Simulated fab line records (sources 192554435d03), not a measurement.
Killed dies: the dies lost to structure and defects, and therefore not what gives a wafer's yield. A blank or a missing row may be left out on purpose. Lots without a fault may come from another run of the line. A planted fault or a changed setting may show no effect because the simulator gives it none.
Split-lot experiment ; flow n5Finfet ; 39 wafers read across 7 lots, on a route 1938 steps long

## THE SPLIT
At N5_FIN_SAQP_MANDREL_ETCH_22 (etches a-Si in HBr/Cl2, stops on SiNx, target depth 60 nm, bt time 10 s, time 30 s), the setting targetDepthA was moved away from the recipe's 600 angstrom on 15 of the 39 wafers read, by -11.8% to +10.5%. For the rest of the wafers, this setting stayed at what the recipe calls for.

Reading taken at the split's own step.

## THE READING
oesProductAu, in a.u., at N5_FIN_SAQP_MANDREL_ETCH_22 (etches a-Si in HBr/Cl2, stops on SiNx, target depth 60 nm, bt time 10 s, time 30 s). On this fab line, fault-free wafers typically give 0.767 a.u. with a standard deviation of 0.012 a.u.

wafer;tool, chamber at the split;targetDepthA as run, angstrom;against the recipe;oesProductAu, a.u.;against lot-mates on the recipe
L074.1;rieSi-02, 2;600;recipe;0.754;-
L074.3;rieSi-02, 3;600;recipe;0.758;-
L074.5;rieSi-02, 1;600;recipe;0.778;-
L081.1;rieSi-02, 1;600;recipe;0.782;-
L081.2;rieSi-02, 0;600;recipe;0.767;-
L081.3;rieSi-02, 3;600;recipe;0.759;-
L081.4;rieSi-02, 2;600;recipe;0.784;-
L081.5;rieSi-02, 2;600;recipe;0.778;-
L081.6;rieSi-02, 3;600;recipe;0.775;-
L083.1;rieSi-02, 0;600;recipe;0.749;-
L083.2;rieSi-02, 3;600;recipe;0.771;-
L083.3;rieSi-02, 2;663.2;+10.5%;0.721;-0.036
L083.4;rieSi-02, 1;663.2;+10.5%;0.742;-0.015
L083.5;rieSi-02, 2;600;recipe;0.750;-
L083.6;rieSi-02, 1;663.2;+10.5%;0.740;-0.017
L085.1;rieSi-01, 3;600;recipe;0.754;-
L085.2;rieSi-01, 0;529.7;-11.7%;0.830;+0.062
L085.3;rieSi-01, 2;529.7;-11.7%;0.836;+0.068
L085.4;rieSi-01, 1;529.7;-11.7%;0.827;+0.059
L085.5;rieSi-01, 0;600;recipe;0.785;-
L085.6;rieSi-01, 1;600;recipe;0.766;-
L089.1;rieSi-02, 0;556.1;-7.3%;0.804;+0.038
L089.2;rieSi-02, 1;556.1;-7.3%;0.800;+0.034
L089.3;rieSi-02, 3;600;recipe;0.766;-
L089.4;rieSi-02, 2;556.1;-7.3%;0.815;+0.049
L089.5;rieSi-02, 3;600;recipe;0.774;-
L089.6;rieSi-02, 0;600;recipe;0.758;-
L091.1;rieSi-02, 0;600;recipe;0.757;-
L091.2;rieSi-02, 2;529.5;-11.8%;0.821;+0.057
L091.3;rieSi-02, 3;529.5;-11.8%;0.840;+0.076
L091.4;rieSi-02, 1;600;recipe;0.775;-
L091.5;rieSi-02, 3;529.5;-11.8%;0.840;+0.076
L091.6;rieSi-02, 0;600;recipe;0.760;-
L092.1;rieSi-02, 3;600;recipe;0.768;-
L092.2;rieSi-02, 2;567.4;-5.4%;0.797;+0.026
L092.3;rieSi-02, 1;600;recipe;0.774;-
L092.4;rieSi-02, 0;567.4;-5.4%;0.798;+0.027
L092.5;rieSi-02, 0;567.4;-5.4%;0.797;+0.026
L092.6;rieSi-02, 3;600;recipe;0.771;-

THE FIT
A straight line over all 39 wafers: oesProductAu changes by -0.00477 a.u. for each +1% of targetDepthA; r = -0.93; the points scatter about the line by 0.011 a.u.
The same after taking each lot's own level away (the mean of its wafers on the recipe; 39 wafers): -0.00448 a.u. for each +1%; r = -0.91; scatter 0.012 a.u.
On that fit, the largest move of targetDepthA shifts the reading by 0.053 a.u.
Across the lots, their own levels run from 0.7567 to 0.7742 a.u., a range of 1.5 times the standard deviation given above.
Consequently the slope shifts little with the lot-to-lot level, the two slopes agreeing.
Check: with one of the wafers moved furthest among these (-11.8%) left out of the fit, the line predicts +0.0575 a.u. for it against its lot-mates. It came out at +0.057 a.u. against them.
Tool readings at the split's step, against how far the setting was moved: oesProductAu r = -0.93.

## THE WHOLE CHAIN: every reading that the file lists as answering this split, in the file's order
step;what it does;reading;change (the file's fit);r (the file's)
N5_FIN_SAQP_MANDREL_ETCH_22;etches a-Si in HBr/Cl2, stops on SiNx, target depth 60 nm, bt time 10 s, time 30 s;oesProductAu;-0.00476 a.u. for each +1% of the setting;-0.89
N5_FIN_SAQP_MANDREL_ETCH_22;etches a-Si in HBr/Cl2, stops on SiNx, target depth 60 nm, bt time 10 s, time 30 s;SOC_of_FIN_SAQP_COAT_49.thkNm (the simulator's own value, which no gauge read);-0.226 nm for each +1% of the setting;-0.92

## THE FILE'S OWN FIT
oesProductAu changes by -0.00476 a.u. for each +1% of targetDepthA, r = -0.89.
